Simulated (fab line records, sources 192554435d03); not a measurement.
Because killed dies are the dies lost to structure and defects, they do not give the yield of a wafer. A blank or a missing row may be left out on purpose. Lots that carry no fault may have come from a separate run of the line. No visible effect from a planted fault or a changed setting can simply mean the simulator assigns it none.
A struck lot beside a sound one | flow n5_finfet | 14 out of 1938 route steps
Sound: the wafers L975.1, L975.2, L975.6. Struck: wafers L987.2, L987.6 (left out: L987.4, a lot-mate that was not struck); the cause follows at the end.
For every step that has rows: the tool of each side, followed by ch and its chambers, followed by its first start. Under that, the readings that differ: sound wafers | struck wafers | difference of the means | sigmas: that difference in standard deviations of wafers without a fault.
alike: readings whose means differ by less than 2 such deviations, and words and numbers that are the same on both sides. not compared: withheld readings, readings that some wafer has no value for, bounds like >300 that may hide the same value, and numbers for which the record gives no deviation and whose values overlap.
A row with sigmas, a row that says differs or no value, or rows on one side alone: a step with any of these is where the two part. When numbers do not overlap yet have no deviation, they are printed without sigmas and do not part them. Lack of a reading on every wafer of one side parts them only where that side has two or more wafers.

N5_BEOL_M13_OCD_MEAS_35:
  struck on ocd-01, day 15 08:51; sound on ocd-02, day 11 19:32
  alike: trench_depth_nm
N5_BEOL_M13_STRIP_37: strips in N2/H2.
  sound on plasma_asher-02 ch 0,1, day 11 19:34; struck on plasma_asher-02 ch 1, day 15 08:53
  alike: drypump_motor_current_A, heater_power_w, oes_product_au
  not compared: rf_hours_counter_h
then, 3 steps without rows for these wafers: N5_BEOL_M13_ETCH_38 (etches SiCN in CF4/N2, target depth 67.5 nm, time 71.9 s); N5_BEOL_M13_PRECLEAN_39 (cleans in residue remover, time 60 s); N5_BEOL_M13_SRD_40 (time 30 s, dry time 30 s).
N5_BEOL_M13_DEGAS_41: time 60 s.
  struck on pvd_sputter-01, day 15 09:39; sound on pvd_sputter-03, day 11 21:55
  alike: heater_power_w
N5_BEOL_M13_PRE_CLEAN_42: time 30 s.
  struck on pvd_sputter-01, day 15 09:41; sound on pvd_sputter-03, day 11 21:57
  alike: heater_power_w
then, 1 step without rows for these wafers: N5_BEOL_M13_SPUTTER_43 (material TaN, target thk 15 nm, time 24.19 s).
N5_BEOL_M13_SPUTTER_44: material Ta, target thk 10 nm, time 16.13 s.
  struck on pvd_sputter-01, day 15 09:49; sound on pvd_sputter-03, day 11 22:04
  alike: throttle_valve_pct
then, 2 steps without rows for these wafers: N5_BEOL_M13_SPUTTER_45 (material Cu, target thk 80 nm, time 13.33 s); N5_BEOL_M13_ECD_47 (material Cu, target thk 936 nm).
N5_BEOL_M13_ANNEAL_48: time 90 s.
  sound on rtp_anneal-01 ch 0, day 11 22:31; struck on rtp_anneal-01 ch 0, day 15 10:13
  alike: wafer_temp_C_max
N5_BEOL_M13_CMP_49: polishes, stops on SiOC, t overpolish 17.1 s, target thk 420 nm.
  sound on cmp-02 ch 0,1,3, day 11 22:52; struck on cmp-02 ch 2, day 15 10:31
  reading                      | sound          | struck    | difference | sigmas
  barrier_field_endpoint_s (s) | 29.1 31.2 30.6 | 17.2 16.8 | -13.3      | -13
  alike: motor_current_A, overpolish_run_s
N5_PASSIVATION_PROBE_49:
  struck on prober-01, day 16 14:08; sound on prober-02, day 13 02:20
  reading                  | sound          | struck    | difference | sigmas
  defect_limited_yield (%) | 92.7 94.0 94.0 | 90.7 89.1 | -3.7       | -3
  killed_at_front_end      | 26 25 29       | 56 43     | +23        | +2
  killed_dies              | 86 71 71       | 110 129   | +44        | +3
  killed_open              | 51 46 53       | 64 82     | +23        | +2
  killed_short             | 35 25 18       | 38 46     | +16        | +2
  sort_bin_5_function (%)  | 4.1 3.6 3.6    | 5.9 7.6   | +3.0       | +3
  sort_n_pass              | 1094 1109 1109 | 1070 1051 | -44        | -3
  alike: killed_at_M0_to_M3, killed_at_M4_up, killed_at_contacts, killed_at_other, sort_bin_4_leakage, sort_bin_6_memory, sort_bin_8_speed

## WHERE THEY PART
Earliest at N5_BEOL_M13_CMP_49; latest, in this record, at N5_PASSIVATION_PROBE_49.

WHY: the cause the simulator had injected
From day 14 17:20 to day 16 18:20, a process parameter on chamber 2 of cmp-02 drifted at N5_BEOL_M13_CMP_49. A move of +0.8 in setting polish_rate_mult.
